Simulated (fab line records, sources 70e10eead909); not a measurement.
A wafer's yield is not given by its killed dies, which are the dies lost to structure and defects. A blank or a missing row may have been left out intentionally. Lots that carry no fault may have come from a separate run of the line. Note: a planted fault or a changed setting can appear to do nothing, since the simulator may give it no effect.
Chamber matching -- flow nandHarc -- NHARC_P_M1_CMP_23 on cmp-02 has 4 sister chambers
The step polishes, t overpolish 20 s, target thk 157.82 nm. 14 wafers are shown with their chamber, then 7 later ones without.

EACH WAFER AND ITS CHAMBER
wafer,chamber,motorCurrentA (A),timeToEndpointS (s),slurryFilterDpKPa (kPa)
L075.1,2,10.6,28.8,13.52
L075.2,1,10.4,23.8,13.32
L075.3,0,12.3,23.4,13.77
L076.1,3,11.1,27.1,13.57
L076.3,2,10.1,27.8,13.65
L076.5,0,12.4,26.0,13.54
L077.1,0,11.8,25.7,13.46
L077.2,3,11.2,24.2,13.36
L077.6,3,10.8,24.9,13.22
L080.2,0,12.9,26.6,13.43
L080.3,1,10.5,26.2,13.28
L080.4,3,10.3,27.5,13.47
L086.1,0,12.5,25.6,13.62
L086.3,3,11.3,26.9,13.75

SIGNATURES, as means of the wafers listed above
reading,chamber 0,chamber 1,chamber 2,chamber 3,scatter within a chamber
motorCurrentA,12.380,10.450,10.350,10.940,0.375
timeToEndpointS,25.460,25.000,28.300,26.120,1.34
slurryFilterDpKPa,13.5640,13.3000,13.5850,13.4740,0.157
Rule: distance of a wafer from a chamber = root of the sum over the readings of ((wafer's reading minus chamber's mean) / reading's scatter) squared. If the next closest chamber is less than 2 further off than the closest, the wafer can't be placed; otherwise it belongs to the closest. How the scatter is found: for the shown wafers, subtract from each reading the mean of its chamber, square and add these, divide the total by (wafers less chambers), then take the root.

WAFERS WHOSE CHAMBER IS MISSING
wafer,motorCurrentA (A),timeToEndpointS (s),slurryFilterDpKPa (kPa)
L086.5,10.9,27.1,13.50
L085.2,11.6,24.2,13.50
L085.5,10.2,26.1,13.48
L085.6,10.6,25.9,13.38
L097.1,11.0,26.5,13.50
L097.3,12.5,24.5,13.58
L097.4,10.9,26.2,13.57

CHAMBER TAKEN BY EACH
wafer,from the rows above,in truth
L086.5,can't be placed: 3 or 2 or 1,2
L085.2,can't be placed: 3 or 0 or 1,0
L085.5,can't be placed: 1 or 2 or 3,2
L085.6,can't be placed: 1 or 3 or 2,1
L097.1,can't be placed: 3 or 1 or 2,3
L097.3,0,0
L097.4,can't be placed: 3 or 2 or 1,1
Correctly placed: 1 of 7. Can't be placed from these rows: 6 (the true chamber is among the candidates in 6). 0 placed wrongly.
